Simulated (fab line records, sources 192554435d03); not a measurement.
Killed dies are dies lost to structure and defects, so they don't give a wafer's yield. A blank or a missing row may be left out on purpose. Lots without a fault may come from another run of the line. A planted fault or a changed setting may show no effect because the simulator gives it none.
Chamber matching | flow n5_finfet | N5_BEOL_M2_STRIP_19 on rie_diel-04: 4 sister chambers
The step strips in O2. 8 wafers are shown with their chamber, then 12 later ones without.

WAFERS WITH THEIR CHAMBER
wafer  | chamber | showerhead_plenum_p_Torr (Torr) | throttle_valve_pct (%)
L077.1 | 2       | 2.12                            | 16.76
L086.1 | 2       | 2.11                            | 16.81
L088.1 | 1       | 2.16                            | 16.96
L088.2 | 3       | 2.22                            | 16.49
L088.6 | 0       | 2.05                            | 16.46
L089.1 | 1       | 2.16                            | 16.96
L089.2 | 3       | 2.21                            | 16.49
L089.4 | 0       | 2.05                            | 16.47

WAFERS WITHOUT THEIR CHAMBER
wafer  | showerhead_plenum_p_Torr (Torr) | throttle_valve_pct (%)
L091.1 | 2.21                            | 16.52
L091.2 | 2.11                            | 16.79
L091.3 | 2.16                            | 16.96
L090.3 | 2.11                            | 16.80
L090.5 | 2.05                            | 16.48
L090.6 | 2.16                            | 16.97
L094.4 | 2.05                            | 16.50
L094.5 | 2.21                            | 16.51
L094.6 | 2.16                            | 16.98
L095.1 | 2.04                            | 16.50
L095.4 | 2.04                            | 16.50
L095.5 | 2.21                            | 16.52

WHICH CHAMBER EACH WENT THROUGH
wafer  | from the rows above | in truth
L091.1 | 3                   | 3
L091.2 | 2                   | 2
L091.3 | 1                   | 1
L090.3 | 2                   | 2
L090.5 | 0                   | 0
L090.6 | 1                   | 1
L094.4 | 0                   | 0
L094.5 | 3                   | 3
L094.6 | 1                   | 1
L095.1 | 0                   | 0
L095.4 | 0                   | 0
L095.5 | 3                   | 3
Placed correctly: 12 of 12. Can't be placed from these rows: 0. Placed wrongly: 0.
How it was worked out, from the rows above alone: a wafer's distance from a chamber is the root of the sum, over the readings, of the square of ((its reading less the chamber's mean) divided by the reading's scatter). The wafer belongs to the nearest chamber; if the next one is less than 2 further off, it can't be placed. A chamber's mean is the mean of its shown wafers. The scatter: the root of (the sum of the squares of (reading less its chamber's mean) over the shown wafers, divided by (wafers less chambers)).
